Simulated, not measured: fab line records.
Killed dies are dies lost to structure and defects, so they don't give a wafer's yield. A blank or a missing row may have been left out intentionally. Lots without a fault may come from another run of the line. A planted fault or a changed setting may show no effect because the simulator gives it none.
The tool behind it: which one? | flow nandHarc | 14 lots, 42 wafers sampled, at 6 steps of a route of 1302

## WHAT EACH GAUGE READ, for each wafer
NHARC_A_M0_CD_MEAS_09: the cd target is 80 nm.
lot  | measured     | on       | cdNm (nm)
L104 | day 22 19:27 | cdSem-02 | 79.0 78.9 79.0
L105 | day 23 03:03 | cdSem-02 | 80.1 80.6 80.4
L106 | day 23 03:37 | cdSem-01 | 80.5 80.8 79.5
L108 | day 24 08:05 | cdSem-01 | 79.9 79.7 79.3
L107 | day 24 09:58 | cdSem-02 | 80.1 79.1 79.6
L109 | day 25 04:25 | cdSem-02 | 78.5 79.2 78.9
L110 | day 25 06:34 | cdSem-02 | 80.0 79.2 79.6
L111 | day 25 08:07 | cdSem-01 | 80.0 79.9 80.3
L113 | day 26 12:11 | cdSem-03 | 79.5 80.0 79.4
L114 | day 27 20:22 | cdSem-01 | 81.4 81.5 80.6
L115 | day 27 21:42 | cdSem-01 | 79.8 79.8 79.2
L119 | day 29 21:25 | cdSem-03 | 79.8 79.6 80.0
L122 | day 30 11:40 | cdSem-02 | 71.9 72.0 71.9
L121 | day 30 16:17 | cdSem-02 | 72.9 72.2 72.7

NHARC_A_M0_CD_MEAS_16.
lot  | measured     | on       | cdNm (nm)
L104 | day 22 19:56 | cdSem-02 | 78.8 79.2 79.0
L105 | day 23 03:32 | cdSem-01 | 79.4 79.6 79.7
L106 | day 23 04:06 | cdSem-02 | 79.9 80.4 79.4
L108 | day 24 08:34 | cdSem-01 | 80.4 79.9 78.8
L107 | day 24 10:27 | cdSem-01 | 80.5 79.0 79.6
L109 | day 25 04:54 | cdSem-02 | 79.5 79.0 78.9
L110 | day 25 07:03 | cdSem-02 | 79.8 79.6 79.4
L111 | day 25 08:39 | cdSem-01 | 79.2 79.6 80.2
L113 | day 26 12:40 | cdSem-01 | 79.3 80.1 79.3
L114 | day 27 20:51 | cdSem-03 | 80.9 80.9 79.9
L115 | day 27 22:14 | cdSem-01 | 80.0 79.4 79.4
L119 | day 29 21:54 | cdSem-01 | 79.3 78.8 79.8
L122 | day 30 12:11 | cdSem-01 | 70.1 71.8 71.3
L121 | day 30 16:47 | cdSem-01 | 72.3 71.5 71.9

## WHAT TOOL EACH LOT RAN ON (gives the tool, then ch and the chambers of the sampled wafers, and finally the start)
lot  | NHARC_A_BLC_STRIP_21              | NHARC_A_BLC_DEGAS_30        | NHARC_A_M0_PEB_07                | NHARC_A_M0_DESCUM_14
L104 | rieDiel-10 ch 0,1, day 22 16:44   | pvdSputter-01, day 22 17:10 | lithoTrack-04 ch 0, day 22 19:22 | rieDiel-11 ch 0,2, day 22 19:40
L105 | rieDiel-13 ch 0,1,3, day 23 00:29 | pvdSputter-02, day 23 00:54 | lithoTrack-04 ch 0, day 23 02:58 | rieDiel-09 ch 0,2,3, day 23 03:14
L106 | rieDiel-10 ch 1,2, day 23 00:55   | pvdSputter-02, day 23 01:20 | lithoTrack-04 ch 0, day 23 03:32 | rieDiel-09 ch 0,1,2, day 23 03:49
L108 | rieDiel-13 ch 0,3, day 24 05:30   | pvdSputter-03, day 24 05:56 | lithoTrack-06 ch 0, day 24 07:59 | rieDiel-05 ch 1,2, day 24 08:16
L107 | rieDiel-13 ch 2,3, day 24 07:23   | pvdSputter-03, day 24 07:49 | lithoTrack-06 ch 0, day 24 09:53 | rieDiel-09 ch 2,3, day 24 10:09
L109 | rieDiel-13 ch 0,1,2, day 25 01:50 | pvdSputter-01, day 25 02:16 | lithoTrack-06 ch 0, day 25 04:20 | rieDiel-11 ch 0,2,3, day 25 04:37
L110 | rieDiel-13 ch 1,2,3, day 25 03:49 | pvdSputter-02, day 25 04:14 | lithoTrack-04 ch 0, day 25 06:29 | rieDiel-11 ch 0,1,2, day 25 06:47
L111 | rieDiel-10 ch 0,1,3, day 25 05:26 | pvdSputter-02, day 25 05:50 | lithoTrack-06 ch 0, day 25 08:02 | rieDiel-09 ch 0,2, day 25 08:18
L113 | rieDiel-10 ch 1,2, day 26 09:36   | pvdSputter-03, day 26 10:01 | lithoTrack-04 ch 0, day 26 12:07 | rieDiel-05 ch 0,1,2, day 26 12:23
L114 | rieDiel-13 ch 0,1, day 27 17:38   | pvdSputter-01, day 27 18:05 | lithoTrack-01 ch 0, day 27 20:17 | rieDiel-05 ch 0,2,3, day 27 20:33
L115 | rieDiel-13 ch 1,2, day 27 19:00   | pvdSputter-01, day 27 19:26 | lithoTrack-04 ch 0, day 27 21:37 | rieDiel-11 ch 0,3, day 27 21:53
L119 | rieDiel-13 ch 0,1,2, day 29 18:41 | pvdSputter-03, day 29 19:07 | lithoTrack-06 ch 0, day 29 21:20 | rieDiel-09 ch 0,1,2, day 29 21:37
L122 | rieDiel-12 ch 0,2, day 30 09:00   | pvdSputter-02, day 30 09:27 | lithoTrack-04 ch 0, day 30 11:35 | rieDiel-09 ch 0,1, day 30 11:50
L121 | rieDiel-13 ch 0,1,2, day 30 13:34 | pvdSputter-02, day 30 13:58 | lithoTrack-04 ch 0, day 30 16:12 | rieDiel-09 ch 0,1,3, day 30 16:29
- NHARC_A_BLC_STRIP_21: strips in O2.
- NHARC_A_BLC_DEGAS_30: time 60 s.
- NHARC_A_M0_PEB_07: peb time 65 s.
- NHARC_A_M0_DESCUM_14: chemistry O2, time 3 s.

## AS READ BY THE TOOLS THEMSELVES (means over the sampled wafers that have a number; for cases with no such wafer, the mark the record gives instead)
NHARC_A_BLC_STRIP_21.
lot  | tool       | drypumpMotorCurrentA (A) | oesProductAu (a.u.) | rfVppV (V) | showerheadPlenumPTorr (Torr) | throttleValvePct (%)
L104 | rieDiel-10 | 5.7                      | 1.007               | 57.7       | 3.48                         | 17.044
L105 | rieDiel-13 | 6.0                      | 1.000               | 58.0       | 3.57                         | 17.040
L106 | rieDiel-10 | 5.8                      | 0.998               | 56.9       | 3.48                         | 17.037
L108 | rieDiel-13 | 6.6                      | 0.989               | 58.0       | 3.46                         | 17.031
L107 | rieDiel-13 | 5.6                      | 1.003               | 58.8       | 3.48                         | 17.034
L109 | rieDiel-13 | 5.7                      | 0.992               | 57.7       | 3.52                         | 17.041
L110 | rieDiel-13 | 5.6                      | 1.001               | 58.6       | 3.58                         | 17.027
L111 | rieDiel-10 | 5.8                      | 1.003               | 58.0       | 3.54                         | 17.033
L113 | rieDiel-10 | 5.6                      | 0.999               | 58.3       | 3.53                         | 17.040
L114 | rieDiel-13 | 5.6                      | 0.993               | 58.7       | 3.61                         | 17.036
L115 | rieDiel-13 | 5.3                      | 1.003               | 57.2       | 3.53                         | 17.038
L119 | rieDiel-13 | 5.7                      | 0.991               | 57.9       | 3.51                         | 17.035
L122 | rieDiel-12 | 5.6                      | 0.997               | 58.1       | 3.52                         | 17.032
L121 | rieDiel-13 | 5.7                      | 1.004               | 57.2       | 3.51                         | 17.041

NHARC_A_BLC_DEGAS_30.
lot  | tool          | heaterPowerW (W)
L104 | pvdSputter-01 | 431
L105 | pvdSputter-02 | 513
L106 | pvdSputter-02 | 467
L108 | pvdSputter-03 | 446
L107 | pvdSputter-03 | 459
L109 | pvdSputter-01 | 475
L110 | pvdSputter-02 | 478
L111 | pvdSputter-02 | 493
L113 | pvdSputter-03 | 462
L114 | pvdSputter-01 | 444
L115 | pvdSputter-01 | 463
L119 | pvdSputter-03 | 471
L122 | pvdSputter-02 | 493
L121 | pvdSputter-02 | 448

NHARC_A_M0_PEB_07.
lot  | tool          | heaterPowerTotalW (W) | plateTempC (C)
L104 | lithoTrack-04 | 156.7                 | 99.84
L105 | lithoTrack-04 | 157.0                 | 100.12
L106 | lithoTrack-04 | 156.9                 | 99.90
L108 | lithoTrack-06 | 156.5                 | 99.80
L107 | lithoTrack-06 | 156.7                 | 99.84
L109 | lithoTrack-06 | 156.9                 | 99.94
L110 | lithoTrack-04 | 156.8                 | 99.84
L111 | lithoTrack-06 | 156.6                 | 99.86
L113 | lithoTrack-04 | 156.7                 | 100.07
L114 | lithoTrack-01 | 156.8                 | 100.15
L115 | lithoTrack-04 | 156.7                 | 100.20
L119 | lithoTrack-06 | 156.4                 | 99.84
L122 | lithoTrack-04 | 152.5                 | 98.26
L121 | lithoTrack-04 | 152.7                 | 98.02

NHARC_A_M0_DESCUM_14.
lot  | tool       | drypumpMotorCurrentA (A) | oesProductAu (a.u.) | rfVppV (V) | showerheadPlenumPTorr (Torr) | throttleValvePct (%)
L104 | rieDiel-11 | 5.8                      | 1.006               | 57.1       | 1.95                         | 11.310
L105 | rieDiel-09 | 5.9                      | 1.000               | 58.4       | 1.95                         | 11.309
L106 | rieDiel-09 | 5.8                      | 1.004               | 58.3       | 1.95                         | 11.302
L108 | rieDiel-05 | 5.6                      | 1.011               | 57.3       | 1.83                         | 11.307
L107 | rieDiel-09 | 5.9                      | 1.003               | 57.9       | 1.91                         | 11.310
L109 | rieDiel-11 | 5.5                      | 1.002               | 58.3       | 1.93                         | 11.306
L110 | rieDiel-11 | 5.9                      | 1.000               | 58.2       | 1.98                         | 11.314
L111 | rieDiel-09 | 6.0                      | 0.994               | 57.8       | 1.98                         | 11.310
L113 | rieDiel-05 | 5.6                      | 0.999               | 57.7       | 1.86                         | 11.308
L114 | rieDiel-05 | 5.3                      | 0.991               | 57.8       | 1.90                         | 11.319
L115 | rieDiel-11 | 5.2                      | 0.995               | 58.0       | 1.90                         | 11.315
L119 | rieDiel-09 | 5.8                      | 0.993               | 58.5       | 1.94                         | 11.312
L122 | rieDiel-09 | 5.7                      | 0.995               | 58.6       | 1.96                         | 11.304
L121 | rieDiel-09 | 5.7                      | 0.996               | 58.2       | 1.92                         | 11.321

## THE ANSWER, worked out from the rows above alone
Rule: the lots themselves supply what counts as usual. The widest of any qualifying gaps counts: lots, ordered by their means at a reading, are off when they make up no more than a third of the lots, leave a main group of 4 or more, and stand apart from it by 3 or more times the standard deviation of that group's means. The tables above print the reading to a certain number of digits; a main group whose means all agree to those digits is not used. Also off: a lot with no number at a reading for which 4 or more lots have one. Where the step has rows for the other lots, those lots are counted as sound. The gauges are gone through in route order, then the tools' own readings, and for those a lot's mean is taken as printed above. At the first step where some lot is off, the reading lying furthest off is the one used; lots without a number count as furthest.
Off: L122, L121 (NHARC_A_M0_CD_MEAS_09, cdNm). Main group: mean 79.8 nm, sd 0.59.
If a tool, at a process step before that reading, ran all the lots that are off and no sound lot after the first of them, it fits. The gauges at NHARC_A_M0_CD_MEAS_09 aren't tried: what is off there is off at NHARC_A_M0_CD_MEAS_16 too, on other tools, and a gauge's error can't cause that. Undecided on this evidence; 2 tools fit (pvdSputter-02 at NHARC_A_BLC_DEGAS_30, lithoTrack-04 at NHARC_A_M0_PEB_07).

## WHAT THE SIMULATOR PUT IN
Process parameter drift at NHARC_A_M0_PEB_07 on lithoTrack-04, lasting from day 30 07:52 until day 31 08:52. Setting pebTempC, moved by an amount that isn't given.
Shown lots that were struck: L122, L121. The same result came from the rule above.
